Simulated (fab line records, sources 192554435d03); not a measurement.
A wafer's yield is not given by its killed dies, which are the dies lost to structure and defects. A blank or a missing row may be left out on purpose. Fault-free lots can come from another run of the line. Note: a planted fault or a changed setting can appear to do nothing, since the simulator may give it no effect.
fab line records	flow n5_finfet
record: lots: 7	wafers: 39
route steps=1938 shown BEOL_M13@1659 PASSIVATION@1916
start_h: hours from the record's first day to the start of the lot's first wafer shown	wait_h: time in hours since the lot's previous step	" repeats the value in the row above	L1.1+2: a single row standing in for several wafers	- no value, or no start was given	* or withheld: withheld	< > ~ a bound
route shown NAME@n: NAME is a module with steps in the file, n the number in the route of the first one	usual: average and standard deviation across the fault-free wafers	same: alike in all rows	chamber/n: place in a boat	sites: readings site by site	_std_site: their standard deviation	_edge_site: outer sites' mean less inner sites'	radius_mm: how far each site lies from the wafer's centre	mask NAME#n: copy n	behind: the tool/chamber that last shaped the wafer	hold: why the lot went on hold/how many hours it stayed there/how the hold came to an end	device: which transistor (n, p or np) failed to switch	end of line: the tests these same wafers got at the end of their route	a step with no rows: only its recipe	killed: the dies lost at the first sort to structure and to defects; this is not the yield of the wafer	map: a wafer's dies, x killed, . not, _ none there
set.NAME: the run value of the setting; set.NAME@STEP: its run value at that earlier step	model.NAME: the simulator's own value behind a step, which no gauge read
one table per step and one row per wafer, for lots whose settings were changed on purpose
== steps ==
step: N5_BEOL_M13_ILD_DEP_00
recipe: material: SiOC	target_thk_a: 8379.2	temp_c: 350	precursor: DEMS/O2	pressure_torr: 5	rf_w: 500	time_s: 166.4
lot.wafer	tool	chamber	start_h	wait_h	set.time_s	model.SiOC_of_BEOL_M13_ILD_DEP_00.thk_nm
L079.1	pecvd-02	2	253.20	0.0	166.4	839.8
L079.2	"	0	"	"	166.4	849.2
L079.3	"	1	"	"	166.4	824
L079.4	"	1	"	"	252.8	1269
L079.5	"	2	"	"	252.8	1290
L079.6	"	0	"	"	252.8	1293
L082.1	pecvd-04	2	277.64	0.0	261.6	1302
L082.2	"	1	"	"	166.4	835.4
L082.3	"	0	"	"	261.6	1309
L082.4	"	0	"	"	166.4	849.8
L082.5	"	1	"	"	261.6	1323
L082.6	"	2	"	"	166.4	839.8
L083.1	pecvd-02	0	281.66	0.0	166.4	840.2
L083.2	"	1	"	"	166.4	824
L083.3	"	1	"	"	130.1	636.2
L083.4	"	0	"	"	130.1	662.6
L083.5	"	0	"	"	130.1	659.8
L083.6	"	1	"	"	166.4	832.6
L084.1	pecvd-02	2	297.06	0.0	166.4	831.8
L084.2	"	0	"	"	204.5	1020
L084.3	"	1	"	"	166.4	819.8
L084.4	"	2	"	"	204.5	1030
L084.5	"	1	"	"	166.4	835.6
L084.6	"	0	"	"	204.5	1046
L092.1	pecvd-03	1	345.49	0.0	166.4	846.2
L092.2	"	0	"	"	244.4	1200
L092.3	"	2	"	"	166.4	843.6
L092.4	"	0	"	"	244.4	1218
L092.5	"	1	"	"	166.4	862
L092.6	"	2	"	"	244.4	1237
L096.2	pecvd-04	0	370.41	0.0	166.4	809.6
L096.3	"	2	"	"	166.4	805.8
L096.6	"	1	"	"	166.4	825.6
L097.1	pecvd-04	0	381.92	0.0	166.4	830.8
L097.2	"	2	"	"	93.42	461.8
L097.3	"	1	"	"	93.42	460.4
L097.4	"	2	"	"	166.4	833
L097.5	"	1	"	"	93.42	474.8
L097.6	"	0	"	"	166.4	843.6
step: N5_BEOL_M13_THK_MEAS_01
recipe: reads: SiOC_of_BEOL_M13_ILD_DEP_00
usual: M13_ILD_THK: 838/13
lot.wafer	tool	chamber	start_h	wait_h	set.time_s@BEOL_M13_ILD_DEP_00	M13_ILD_THK[nm]
L079.1	film_metro-02	-	253.35	0.1	166.4	840
L079.2	"	-	"	"	166.4	849
L079.3	"	-	"	"	166.4	824
L079.4	"	-	"	"	252.8	1270
L079.5	"	-	"	"	252.8	1289
L079.6	"	-	"	"	252.8	1292
L082.1	film_metro-02	-	277.79	0.1	261.6	1301
L082.2	"	-	"	"	166.4	836
L082.3	"	-	"	"	261.6	1309
L082.4	"	-	"	"	166.4	850
L082.5	"	-	"	"	261.6	1322
L082.6	"	-	"	"	166.4	840
L083.1	film_metro-02	-	281.87	0.2	166.4	840
L083.2	"	-	"	"	166.4	823
L083.3	"	-	"	"	130.1	636
L083.4	"	-	"	"	130.1	663
L083.5	"	-	"	"	130.1	660
L083.6	"	-	"	"	166.4	833
L084.1	film_metro-02	-	297.21	0.1	166.4	832
L084.2	"	-	"	"	204.5	1020
L084.3	"	-	"	"	166.4	819
L084.4	"	-	"	"	204.5	1030
L084.5	"	-	"	"	166.4	836
L084.6	"	-	"	"	204.5	1046
L092.1	film_metro-02	-	345.64	0.1	166.4	846
L092.2	"	-	"	"	244.4	1200
L092.3	"	-	"	"	166.4	843
L092.4	"	-	"	"	244.4	1218
L092.5	"	-	"	"	166.4	862
L092.6	"	-	"	"	244.4	1236
L096.2	film_metro-02	-	370.57	0.1	166.4	810
L096.3	"	-	"	"	166.4	806
L096.6	"	-	"	"	166.4	826
L097.1	film_metro-02	-	382.07	0.1	166.4	831
L097.2	"	-	"	"	93.42	462
L097.3	"	-	"	"	93.42	460
L097.4	"	-	"	"	166.4	832
L097.5	"	-	"	"	93.42	475
L097.6	"	-	"	"	166.4	844
step: N5_BEOL_M13_COAT_58
recipe: resist: BARC	temp_c: 205	time_s: 60	spin_rpm: 1500	resist_thk_nm: 89
step: N5_BEOL_M13_COAT_04
recipe: spin_rpm: 1625	resist_thk_nm: 400
step: N5_BEOL_M13_DESCUM_15
recipe: chemistry: O2	time_s: 7.9	source_power_w: 50	bias_power_w: 20	pressure_mtorr: 20	rf_frequency_hz: 2.712e+07	temp_c: 40	o2_flow_sccm: 225
step: N5_BEOL_M13_ETCH_59
recipe: chemistry: N2/H2	target: BARC	target_depth_a: 890	overetch_a: 267	time_s: 67.9	ion_energy_ev: 200	pressure_mtorr: 30	source_w: 840	bias_w: 150	n2_flow_sccm: 200	h2_flow_sccm: 200
step: N5_BEOL_M13_VIA_ETCH_16
recipe: chemistry: C4F8/O2/Ar	target: SiOC	pressure_mtorr: 30	source_w: 3000	bias_w: 700	Ar_flow_sccm: 400	C4F8_flow_sccm: 15	O2_flow_sccm: 8	he_inner_torr: 15	he_outer_torr: 30	target_depth_a: 9217	time_s: withheld	ion_energy_ev: 250	ends: cleared
lot.wafer	tool	chamber	start_h	wait_h	set.time_s@BEOL_M13_ILD_DEP_00	model.etch.depth_nm	model.BARC_of_BEOL_M13_COAT_58.thk_nm	model.coat_of_BEOL_M13_COAT_04.thk_nm
L079.1	rie_diel-06	1	253.95	0.0	*	839.8	89.6	69.8
L079.2	"	0	"	"	*	849.1	89.6	65.6
L079.3	"	3	"	"	*	824.1	89.6	74.4
L079.4	"	2	"	"	*	1269	29.8	0
L079.5	"	0	"	"	*	1290	22.8	0
L079.6	"	1	"	"	*	1293	23.2	0
L082.1	rie_diel-06	2	278.39	0.0	*	1302	17.2	0
L082.2	"	1	"	"	*	835.4	88.8	68.8
L082.3	"	0	"	"	*	1309	14.2	0
L082.4	"	0	"	"	*	849.8	88.8	61.6
L082.5	"	1	"	"	*	1323	12.2	0
L082.6	"	2	"	"	*	839.8	88.8	66.2
L083.1	rie_diel-06	1	282.35	0.0	*	840.2	89	67.8
L083.2	"	2	"	"	*	824	89	70.2
L083.3	"	0	"	"	*	636.2	89.4	124.6
L083.4	"	1	"	"	*	662.6	89	119.4
L083.5	"	2	"	"	*	659.7	89.2	117
L083.6	"	0	"	"	*	832.6	89	68.4
L084.1	rie_diel-01	0	297.82	0.0	*	831.8	89	67.6
L084.2	"	3	"	"	*	1020	89	13.2
L084.3	"	1	"	"	*	819.7	88.8	76.4
L084.4	"	2	"	"	*	1030	89	11.8
L084.5	"	2	"	"	*	835.7	89.2	68.6
L084.6	"	3	"	"	*	1046	89.2	5.4
L092.1	rie_diel-06	3	346.12	0.0	*	846.2	89.2	62.8
L092.2	"	0	"	"	*	1200	48	0
L092.3	"	2	"	"	*	843.6	88.8	64.4
L092.4	"	3	"	"	*	1218	41.4	0
L092.5	"	0	"	"	*	862.1	89	58.8
L092.6	"	2	"	"	*	1237	36	0
L096.2	rie_diel-01	3	371.04	0.0	*	809.5	88.8	76.4
L096.3	"	1	"	"	*	805.9	88.8	81.4
L096.6	"	2	"	"	*	825.5	89.2	72
L097.1	rie_diel-01	2	382.67	0.0	*	830.9	89	72
L097.2	"	0	"	"	*	461.9	89	178.4
L097.3	"	3	"	"	*	460.3	88.8	180.2
L097.4	"	1	"	"	*	833.1	89	74.6
L097.5	"	0	"	"	*	474.9	88.8	176.4
L097.6	"	1	"	"	*	843.6	89	71
step: N5_BEOL_M13_STRIP_63
recipe: chemistry: N2/H2	power_w: 1000	temp_c: 250	h2_frac: 0.65	overash_fraction: 0.3	pressure_mtorr: 1000	n2_flow_sccm: 1750	h2_flow_sccm: 3250
usual: oes_product_au: 0.674/0.005	strip_time_to_endpoint_s: 27.6/1.3
lot.wafer	tool	chamber	start_h	wait_h	set.time_s@BEOL_M13_ILD_DEP_00	oes_product_au	strip_time_to_endpoint_s
L079.1	plasma_asher-02	1	254.19	-	166.4	0.673	27.6
L079.2	"	0	"	"	166.4	0.668	26.3
L079.3	"	0	"	"	166.4	0.674	28.9
L079.4	"	1	"	"	252.8	0.240	0.0
L079.5	"	1	"	"	252.8	0.239	0.0
L079.6	"	0	"	"	252.8	0.233	0.0
L082.1	plasma_asher-01	1	278.63	-	261.6	0.230	0.0
L082.2	"	0	"	"	166.4	0.673	27.3
L082.3	"	0	"	"	261.6	0.235	0.0
L082.4	"	1	"	"	166.4	0.663	25.2
L082.5	"	1	"	"	261.6	0.235	0.0
L082.6	"	0	"	"	166.4	0.676	26.6
L083.1	plasma_asher-01	1	282.59	-	166.4	0.676	27.0
L083.2	"	0	"	"	166.4	0.671	27.7
L083.3	"	1	"	"	130.1	0.701	42.9
L083.4	"	0	"	"	130.1	0.695	41.5
L083.5	"	1	"	"	130.1	0.696	40.9
L083.6	"	0	"	"	166.4	0.673	27.2
L084.1	plasma_asher-01	1	298.05	-	166.4	0.681	27.0
L084.2	"	0	"	"	204.5	0.462	8.9
L084.3	"	1	"	"	166.4	0.671	29.5
L084.4	"	0	"	"	204.5	0.443	8.3
L084.5	"	1	"	"	166.4	0.678	27.3
L084.6	"	0	"	"	204.5	0.347	5.7
L092.1	plasma_asher-02	0	346.35	-	166.4	0.672	25.5
L092.2	"	1	"	"	244.4	0.235	0.0
L092.3	"	1	"	"	166.4	0.672	26.1
L092.4	"	0	"	"	244.4	0.238	0.0
L092.5	"	0	"	"	166.4	0.665	24.3
L092.6	"	1	"	"	244.4	0.233	0.0
L096.2	plasma_asher-02	1	371.28	-	166.4	0.672	29.5
L096.3	"	0	"	"	166.4	0.675	31.0
L096.6	"	1	"	"	166.4	0.673	28.3
L097.1	plasma_asher-02	1	382.91	-	166.4	0.671	28.2
L097.2	"	0	"	"	93.42	0.725	57.1
L097.3	"	0	"	"	93.42	0.720	57.5
L097.4	"	1	"	"	166.4	0.676	29.0
L097.5	"	0	"	"	93.42	0.716	56.5
L097.6	"	1	"	"	166.4	0.683	28.0
step: N5_BEOL_M13_STRIP_64
recipe: chemistry: N2/H2	power_w: 1000	temp_c: 250	h2_frac: 0.65	overash_fraction: 0.3	pressure_mtorr: withheld	n2_flow_sccm: 1750	h2_flow_sccm: 3250
usual: strip_time_to_endpoint_s: 31.34/0.076
lot.wafer	tool	chamber	start_h	wait_h	set.time_s@BEOL_M13_ILD_DEP_00	strip_time_to_endpoint_s
L079.1	plasma_asher-02	1	254.25	0.0	166.4	31.48
L079.2	"	0	"	"	166.4	31.49
L079.3	"	0	"	"	166.4	31.46
L079.4	"	1	"	"	252.8	14.95
L079.5	"	1	"	"	252.8	12.47
L079.6	"	0	"	"	252.8	12.64
L082.1	plasma_asher-01	1	278.69	0.0	261.6	10.42
L082.2	"	0	"	"	166.4	31.23
L082.3	"	0	"	"	261.6	9.25
L082.4	"	1	"	"	166.4	31.22
L082.5	"	1	"	"	261.6	8.49
L082.6	"	0	"	"	166.4	31.24
L083.1	plasma_asher-01	1	282.65	0.0	166.4	31.30
L083.2	"	0	"	"	166.4	31.31
L083.3	"	1	"	"	130.1	31.41
L083.4	"	0	"	"	130.1	31.33
L083.5	"	1	"	"	130.1	31.36
L083.6	"	0	"	"	166.4	31.34
L084.1	plasma_asher-01	1	298.11	0.0	166.4	31.31
L084.2	"	0	"	"	204.5	31.33
L084.3	"	1	"	"	166.4	31.26
L084.4	"	0	"	"	204.5	31.31
L084.5	"	1	"	"	166.4	31.38
L084.6	"	0	"	"	204.5	31.33
L092.1	plasma_asher-02	0	346.41	0.0	166.4	31.36
L092.2	"	1	"	"	244.4	20.99
L092.3	"	1	"	"	166.4	31.27
L092.4	"	0	"	"	244.4	18.84
L092.5	"	0	"	"	166.4	31.29
L092.6	"	1	"	"	244.4	17.10
L096.2	plasma_asher-02	1	371.34	0.0	166.4	31.24
L096.3	"	0	"	"	166.4	31.28
L096.6	"	1	"	"	166.4	31.38
L097.1	plasma_asher-02	1	382.97	0.0	166.4	31.28
L097.2	"	0	"	"	93.42	31.29
L097.3	"	0	"	"	93.42	31.23
L097.4	"	1	"	"	166.4	31.31
L097.5	"	0	"	"	93.42	31.21
L097.6	"	1	"	"	166.4	31.29
step: N5_PASSIVATION_PECVD_35
recipe: material: SiNx	target_thk_a: 7000	temp_c: 400	precursor: SiH4/NH3/N2	pressure_torr: 4.9	rf_w: 1406	time_s: 151.3
lot.wafer	tool	chamber	start_h	wait_h	set.time_s	model.SiNx_of_PASSIVATION_PECVD_35.thk_nm
L079.1	pecvd-02	0	282.85	0.1	151.3	679
L079.2	"	1	"	"	151.3	680
L079.3	"	0	"	"	151.3	677.8
L079.4	"	1	"	"	151.3	690.2
L079.5	"	0	"	"	151.3	699.2
L079.6	"	1	"	"	151.3	688.8
L082.1	pecvd-02	2	302.20	0.1	151.3	682.6
L082.2	"	0	"	"	151.3	680.4
L082.3	"	1	"	"	151.3	677.8
L082.4	"	0	"	"	151.3	689.8
L082.5	"	2	"	"	151.3	691.2
L082.6	"	1	"	"	151.3	689.6
L083.1	pecvd-02	2	310.14	0.1	151.3	679.8
L083.2	"	1	"	"	151.3	678.4
L083.3	"	0	"	"	151.3	673.4
L083.4	"	1	"	"	151.3	692
L083.5	"	0	"	"	151.3	687
L083.6	"	2	"	"	151.3	690.8
L084.1	pecvd-02	2	324.33	0.1	151.3	682.2
L084.2	"	0	"	"	151.3	681.4
L084.3	"	1	"	"	151.3	676.8
L084.4	"	1	"	"	151.3	693.4
L084.5	"	0	"	"	151.3	693.6
L084.6	"	2	"	"	151.3	693
L092.1	pecvd-01	0	379.68	0.1	177.7	825.4
L092.2	"	1	"	"	177.7	827.4
L092.3	"	2	"	"	151.3	697
L092.4	"	0	"	"	177.7	827.2
L092.5	"	2	"	"	151.3	707.4
L092.6	"	1	"	"	151.3	715.8
L096.2	pecvd-01	2	396.66	0.1	151.3	697.6
L096.3	"	0	"	"	151.3	706.4
L096.6	"	2	"	"	151.3	715.4
L097.1	pecvd-03	0	412.18	0.1	117.6	555.2
L097.2	"	2	"	"	151.3	697
L097.3	"	1	"	"	117.6	541.4
L097.4	"	1	"	"	151.3	703.6
L097.5	"	0	"	"	151.3	717
L097.6	"	2	"	"	117.6	548
== key ==
split: step: N5_BEOL_M13_ILD_DEP_00	setting: time_s	stated: 166.4	by: wafer
response: step: N5_BEOL_M13_ILD_DEP_00	reading: model.SiOC_of_BEOL_M13_ILD_DEP_00.thk_nm	change: +8.3	per: 1%	r: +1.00
response: step: N5_BEOL_M13_THK_MEAS_01	reading: M13_ILD_THK	change: +8.3	per: 1%	r: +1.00
response: step: N5_BEOL_M13_VIA_ETCH_16	reading: model.etch.depth_nm	change: +8.3	per: 1%	r: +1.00
response: step: N5_BEOL_M13_VIA_ETCH_16	reading: model.BARC_of_BEOL_M13_COAT_58.thk_nm	shape: bent	at_lowest: 88.87	at_stated: 89.05	at_highest: 14.53
response: step: N5_BEOL_M13_VIA_ETCH_16	reading: model.coat_of_BEOL_M13_COAT_04.thk_nm	change: -1.57	per: 1%	r: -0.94
response: step: N5_BEOL_M13_STRIP_63	reading: oes_product_au	shape: bent	at_lowest: 0.721	at_stated: 0.673	at_highest: 0.233
response: step: N5_BEOL_M13_STRIP_63	reading: strip_time_to_endpoint_s	shape: bent	at_lowest: *	at_stated: *	at_highest: *
response: step: N5_BEOL_M13_STRIP_64	reading: strip_time_to_endpoint_s	shape: bent	at_lowest: *	at_stated: *	at_highest: *
split: step: N5_PASSIVATION_PECVD_35	setting: time_s	stated: 151.3	by: wafer
response: step: N5_PASSIVATION_PECVD_35	reading: model.SiNx_of_PASSIVATION_PECVD_35.thk_nm	change: +7	per: 1%	r: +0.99
